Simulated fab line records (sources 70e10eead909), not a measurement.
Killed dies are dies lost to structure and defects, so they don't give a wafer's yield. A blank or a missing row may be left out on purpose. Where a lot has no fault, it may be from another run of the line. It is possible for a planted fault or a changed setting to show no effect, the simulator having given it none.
A lot that was struck, set against a sound lot :: flow nand-harc :: 14 out of 1159 route steps
Sound: wafers L268.1, L268.4, L268.5. Wafers L273.2, L273.4, L273.5 were the ones struck. At the end, the cause is stated.
Order at every step that has rows: each side's tool, ch and its chambers, its first start. Under that, the readings that differ: sound wafers :: struck wafers :: difference of the means :: sigmas: that difference in standard deviations of wafers without a fault.
alike: readings with means less than 2 such deviations apart, plus words and numbers identical on both sides. not compared: withheld readings, readings lacking a value on some wafer, bounds such as >300 that could conceal the same value, and numbers that have no deviation in the record and whose values overlap.
The two part at a step that has a row with sigmas, a row that says differs or no value, or rows on one side only. Non-overlapping numbers with no deviation appear without sigmas and do not part them. A reading missing from all wafers of one side parts the sides only when that side holds two or more wafers.

NHARC_A_ZERO_WELL_INSPECT_17:
  sound on defect-inspect-02, day 9 01:20; struck on defect-inspect-01, day 10 13:43
  alike: raw-defect-count
then, 3 steps without rows for these wafers: NHARC_A_SOURCE_PLATE_PRECLEAN_00 (cleans in HF-LAST, time 60 s); NHARC_A_SOURCE_PLATE_SRD_01; NHARC_A_SOURCE_PLATE_OXIDE_02 (material SiO2, target thk 10 nm, ox time 1362 s).
NHARC_A_SOURCE_PLATE_THK_MEAS_09: measures by ellipsometry.
  sound on film-metro-02, day 9 06:20; struck on film-metro-02, day 10 20:40
  alike: thk-nm
then, 3 steps without rows for these wafers: NHARC_A_SOURCE_PLATE_PVD_04 (deposits WSi2, target thk 50 nm); NHARC_A_SOURCE_PLATE_CVD_03 (deposits poly-Si, target thk 200 nm, time 4000 s); NHARC_A_SOURCE_PLATE_ANNEAL_05 (time 1800 s).
NHARC_A_SOURCE_PLATE_THK_MEAS_06: measures by ellipsometry.
  sound on film-metro-01, day 9 19:36; struck on film-metro-01, day 11 09:49
  alike: thk-nm
NHARC_A_SOURCE_PLATE_INSPECT_08:
  sound on defect-inspect-01, day 9 19:41; struck on defect-inspect-01, day 11 09:53
  alike: raw-defect-count
NHARC_A_ONON_D1_DEP_00: target thk 1000 nm.
  sound on pecvd-onon-04 ch 0, day 9 19:45; struck on pecvd-onon-04 ch 0, day 11 10:04
  alike: n2-flow-sccm, n2o-flow-sccm
NHARC_A_ONON_D1_THK_MEAS_02: measures by ellipsometry.
  sound on film-metro-02, day 9 20:16; struck on film-metro-02, day 11 10:32
reading: thk-nm (nm)
sound: 1024 1024 1026
struck: 1348 1347 1347
difference: +323
sigmas: +35
following that, 1 step holds no rows for these wafers, namely NHARC_A_ONON_D1_DEP_03 (target thickness 1000 nm).
-- jump in the record: it breaks off in module A_ONON_D1 and resumes in module END (first step shown: number 1159 of the route), and 12 days separate the struck wafers' starts before and after --
NHARC_END_SORT_01:
  here the record holds rows for the struck wafers (prober-02 ch 0, day 23 15:26) but none for the sound ones

== WHERE THEY PART ==
At NHARC_A_ONON_D1_THK_MEAS_02 first; at NHARC_END_SORT_01 last (within this record only).

WHY: whatever the simulator had introduced
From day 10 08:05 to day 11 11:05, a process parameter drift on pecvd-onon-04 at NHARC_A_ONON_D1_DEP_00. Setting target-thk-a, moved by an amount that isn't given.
